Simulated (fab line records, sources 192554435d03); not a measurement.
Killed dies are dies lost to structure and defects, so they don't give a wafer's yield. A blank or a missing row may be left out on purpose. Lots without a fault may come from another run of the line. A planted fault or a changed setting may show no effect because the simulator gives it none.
Which tool did it? | flow n5_finfet | 10 lots, 30 wafers sampled, at 2 steps of a route of 1938

WHAT THE GAUGES READ, wafer by wafer
N5_MIM_TOP_LITHO_OVL_MEAS_11. Usual: MIM_TOP_OVL 0 nm, standard deviation 4.8.
lot  | measured     | on         | MIM_TOP_OVL (nm) | flag
L307 | day 12 08:44 | overlay-02 | 3 -6 1           |
L306 | day 12 05:06 | overlay-01 | 2 3 2            |
L308 | day 12 02:40 | overlay-02 | 2 -4 4           |
L309 | day 12 22:10 | overlay-01 | 0 5 -2           |
L310 | day 12 23:41 | overlay-01 | 10 4 8           |
L311 | day 13 09:44 | overlay-01 | 1 -2 7           |
L312 | day 13 10:49 | overlay-02 | -8 -7 1          |
L324 | day 17 03:00 | overlay-01 | 5 7 0            |
L326 | day 16 21:16 | overlay-02 | 8 7 3            |
L327 | day 17 03:02 | overlay-02 | -3 -2 4          |

WHICH TOOL RAN EACH LOT (tool, then ch and the chambers of the sampled wafers, then the start)
lot  | N5_BEOL_M2_SPUTTER_48
L307 | pvd_sputter-03, day 7 02:29
L306 | pvd_sputter-02, day 7 03:55
L308 | pvd_sputter-02, day 7 08:02
L309 | pvd_sputter-02, day 7 19:02
L310 | pvd_sputter-02, day 7 22:13
L311 | pvd_sputter-01, day 8 04:27
L312 | pvd_sputter-02, day 8 11:25
L324 | pvd_sputter-02, day 11 04:55
L326 | pvd_sputter-03, day 11 13:11
L327 | pvd_sputter-03, day 12 05:00
- N5_BEOL_M2_SPUTTER_48: material Cu, target thk 4.5 nm, time 8.29 s.

WHAT THE TOOLS THEMSELVES READ (means of the sampled wafers that have a number; where no wafer has one, the mark that the record gives instead)
N5_BEOL_M2_SPUTTER_48. Usual: throttle_valve_pct 30.1 %, standard deviation 0.65.
lot  | tool           | throttle_valve_pct (%) | flag
L307 | pvd_sputter-03 | 29.9                   |
L306 | pvd_sputter-02 | 29.5                   |
L308 | pvd_sputter-02 | 30.2                   |
L309 | pvd_sputter-02 | 29.7                   |
L310 | pvd_sputter-02 | 30.0                   |
L311 | pvd_sputter-01 | 30.1                   |
L312 | pvd_sputter-02 | 30.7                   |
L324 | pvd_sputter-02 | 29.5                   |
L326 | pvd_sputter-03 | 30.1                   |
L327 | pvd_sputter-03 | 30.7                   |

THE ANSWER, worked out from the rows above alone
Rule: a lot is off if the mean of its wafers that have a number lies more than 3 standard deviations from the usual mean. A lot without any number at a reading at which 4 lots or more have one is off too. The other lots that the step has rows for count as sound. The gauges are gone through in route order, then the tools' own readings, and for those a lot's mean is taken as printed above. The first step at which some lot is off is used, and at that step the reading that is off furthest; a lot without a number counts as furthest.
No lot is off at any reading shown: from this, nothing can be told.

WHAT THE SIMULATOR HAD PUT IN
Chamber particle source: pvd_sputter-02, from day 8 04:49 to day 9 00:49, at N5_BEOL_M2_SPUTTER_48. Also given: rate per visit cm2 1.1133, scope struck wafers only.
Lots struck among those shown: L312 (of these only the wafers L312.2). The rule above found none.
